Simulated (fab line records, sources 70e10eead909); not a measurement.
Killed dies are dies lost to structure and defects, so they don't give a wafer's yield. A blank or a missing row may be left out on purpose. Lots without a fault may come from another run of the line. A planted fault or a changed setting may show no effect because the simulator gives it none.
Which tool did it? | flow nand_harc | 14 lots, 42 wafers sampled, at 5 steps of a route of 1159

WHAT THE GAUGES READ, wafer by wafer
NHARC_HYBRID_BOND_OVL_MEAS_05.
lot  | measured     | on         | overlay_x_nm (nm) | overlay_y_nm (nm)
L476 | day 17 20:02 | overlay-02 | -56 17 -51        | -10 -32 -6
L477 | day 18 17:40 | overlay-02 | -1 -30 14         | 48 21 13
L479 | day 18 22:04 | overlay-02 | -49 4 -42         | -61 -29 19
L478 | day 18 22:03 | overlay-02 | 29 -24 -21        | 14 -31 -25
L480 | day 19 04:00 | overlay-02 | -21 -17 -12       | 38 -10 -26
L482 | day 20 09:25 | overlay-02 | -6 15 4           | 6 -13 6
L484 | day 20 01:21 | overlay-02 | 9 30 20           | 29 -60 -17
L489 | day 20 21:34 | overlay-02 | 24 50 19          | -7 58 3
L485 | day 21 01:56 | overlay-02 | -18 8 3           | -33 -67 44
L490 | day 21 17:51 | overlay-01 | -9 7 -11          | -37 -12 37
L492 | day 22 21:39 | overlay-01 | -13 -6 -9         | 36 24 -1
L497 | day 24 00:04 | overlay-01 | -6 19 6           | -27 27 33
L499 | day 24 14:11 | overlay-02 | 2 30 -16          | 23 23 0
L498 | day 24 00:04 | overlay-02 | -30 7 -15         | 24 -7 -43

NHARC_THIN_TSV_THK_MEAS_02: measures by ir.
lot  | measured     | on            | thk_nm (nm)
L476 | day 17 22:56 | film_metro-01 | 3085 3016 3237
L477 | day 18 19:22 | film_metro-02 | 3001 3166 3585
L479 | day 19 00:55 | film_metro-02 | 2905 2848 2850
L478 | day 18 23:44 | film_metro-01 | 3042 3451 3003
L480 | day 19 05:42 | film_metro-02 | 2975 3224 3099
L482 | day 20 12:19 | film_metro-01 | 3066 3004 2959
L484 | day 20 03:03 | film_metro-01 | 2715 2621 2660
L489 | day 21 00:29 | film_metro-02 | 2717 3167 3088
L485 | day 21 03:37 | film_metro-02 | 2750 2536 2601
L490 | day 21 20:45 | film_metro-01 | 3076 3070 2778
L492 | day 22 23:20 | film_metro-01 | 2619 2722 2674
L497 | day 24 02:58 | film_metro-01 | 2927 2836 2783
L499 | day 24 15:51 | film_metro-02 | 3230 2945 3061
L498 | day 24 01:45 | film_metro-02 | 3276 3251 3277

NHARC_END_SORT_01.
lot  | measured     | on        | killed_at_array | killed_at_other | killed_at_periphery | killed_dies | killed_open | killed_short
L484 | day 20 20:20 | prober-02 | 96 99 109       | 1 0 0           | 0 4 0               | 97 103 109  | 0 8 3       | 1 1 0
L485 | day 22 06:53 | prober-01 | 77 64 54        | 0 0 0           | 9 9 2               | 86 73 56    | 4 5 2       | 0 0 1

WHICH TOOL RAN EACH LOT (tool, then ch and the chambers of the sampled wafers, then the start)
lot  | NHARC_A_STAIRCASE_STRIP_255         | NHARC_THIN_TSV_ETCH_59
L476 | wet_bench-07 ch 4,5,6, day 10 13:38 | rie_metal-02 ch 0,1, day 18 06:17
L477 | wet_bench-07 ch 0,1,7, day 11 16:52 | rie_metal-02 ch 0,1, day 19 06:43
L479 | wet_bench-07 ch 0,2,4, day 12 03:16 | rie_metal-01 ch 0,1, day 19 14:47
L478 | wet_bench-01 ch 0,4,6, day 12 05:19 | rie_metal-01 ch 1, day 19 07:58
L480 | wet_bench-07 ch 4,5,6, day 12 06:19 | rie_metal-03 ch 0,1, day 19 17:30
L482 | wet_bench-01 ch 3,4,5, day 12 17:12 | rie_metal-03 ch 0, day 20 19:42
L484 | wet_bench-07 ch 0,2,7, day 12 23:41 | rie_metal-01 ch 0,1, day 20 10:57
L489 | wet_bench-01 ch 1,4,5, day 14 04:17 | rie_metal-01 ch 0,1, day 21 07:39
L485 | wet_bench-07 ch 4,5,6, day 14 08:25 | rie_metal-02 ch 0,1, day 21 10:41
L490 | wet_bench-02 ch 0,4,7, day 14 22:16 | rie_metal-01 ch 0,1, day 22 04:10
L492 | wet_bench-02 ch 0,2,3, day 15 17:27 | rie_metal-01 ch 0,1, day 23 06:38
L497 | wet_bench-07 ch 0,1,4, day 17 02:47 | rie_metal-02 ch 0,1, day 24 10:16
L499 | wet_bench-02 ch 4,5,7, day 17 03:04 | rie_metal-01 ch 0,1, day 24 23:37
L498 | wet_bench-02 ch 0,4,7, day 17 06:05 | rie_metal-03 ch 0,1, day 24 09:10
- NHARC_A_STAIRCASE_STRIP_255: strips in SPM, time 900 s.
- NHARC_THIN_TSV_ETCH_59: etches the open film in Cl2/BCl3, target depth 880 nm, time 138.1 s.

WHAT THE TOOLS THEMSELVES READ (means of the sampled wafers that have a number; where no wafer has one, the mark that the record gives instead)
NHARC_A_STAIRCASE_STRIP_255.
lot  | tool         | bath_guard_temp_C (C)
L476 | wet_bench-07 | 130.0
L477 | wet_bench-07 | 129.6
L479 | wet_bench-07 | 129.8
L478 | wet_bench-01 | 130.3
L480 | wet_bench-07 | 130.0
L482 | wet_bench-01 | 129.5
L484 | wet_bench-07 | 129.8
L489 | wet_bench-01 | 129.9
L485 | wet_bench-07 | 129.8
L490 | wet_bench-02 | 129.6
L492 | wet_bench-02 | 130.0
L497 | wet_bench-07 | 129.5
L499 | wet_bench-02 | 129.4
L498 | wet_bench-02 | 129.6

NHARC_THIN_TSV_ETCH_59.
lot  | tool         | chamber_pressure_mTorr (mTorr) | drypump_motor_current_A (A) | oes_product_au (a.u.) | throttle_valve_pct (%)
L476 | rie_metal-02 | 9.991                          | 5.9                         | 0.995                 | 22.270
L477 | rie_metal-02 | 10.004                         | 6.0                         | 1.001                 | 22.265
L479 | rie_metal-01 | 9.999                          | 6.0                         | 1.006                 | 22.271
L478 | rie_metal-01 | 10.001                         | 5.0                         | 1.007                 | 22.267
L480 | rie_metal-03 | 9.999                          | 5.6                         | 1.003                 | 22.267
L482 | rie_metal-03 | 9.992                          | 5.7                         | 1.005                 | 22.268
L484 | rie_metal-01 | 10.002                         | 5.5                         | 1.002                 | 22.264
L489 | rie_metal-01 | 9.998                          | 6.0                         | 1.005                 | 22.265
L485 | rie_metal-02 | 10.009                         | 6.0                         | 1.002                 | 22.263
L490 | rie_metal-01 | 10.000                         | 6.0                         | 0.999                 | 22.264
L492 | rie_metal-01 | 10.000                         | 5.5                         | 1.014                 | 22.267
L497 | rie_metal-02 | 9.994                          | 6.0                         | 1.004                 | 22.266
L499 | rie_metal-01 | 10.002                         | 5.5                         | 1.022                 | 22.259
L498 | rie_metal-03 | 10.004                         | 5.6                         | 1.007                 | 22.264

THE ANSWER, worked out from the rows above alone
Rule: what is usual is taken from the lots themselves. Put in order of their means at a reading, lots are off if they are a third of the lots or fewer, leave a main group of 4 or more, and stand apart from it by a gap of 3 or more times the standard deviation of the main group's means; of several such gaps the widest counts. A main group whose means are all the same, to the digits that the tables above print for the reading, isn't used. A lot without any number at a reading at which 4 lots or more have one is off too. The other lots that the step has rows for count as sound. The gauges are gone through in route order, then the tools' own readings, and for those a lot's mean is taken as printed above. The first step at which some lot is off is used, and at that step the reading that is off furthest; a lot without a number counts as furthest.
No lot is off at any reading shown: from this, nothing can be told.

WHAT THE SIMULATOR HAD PUT IN
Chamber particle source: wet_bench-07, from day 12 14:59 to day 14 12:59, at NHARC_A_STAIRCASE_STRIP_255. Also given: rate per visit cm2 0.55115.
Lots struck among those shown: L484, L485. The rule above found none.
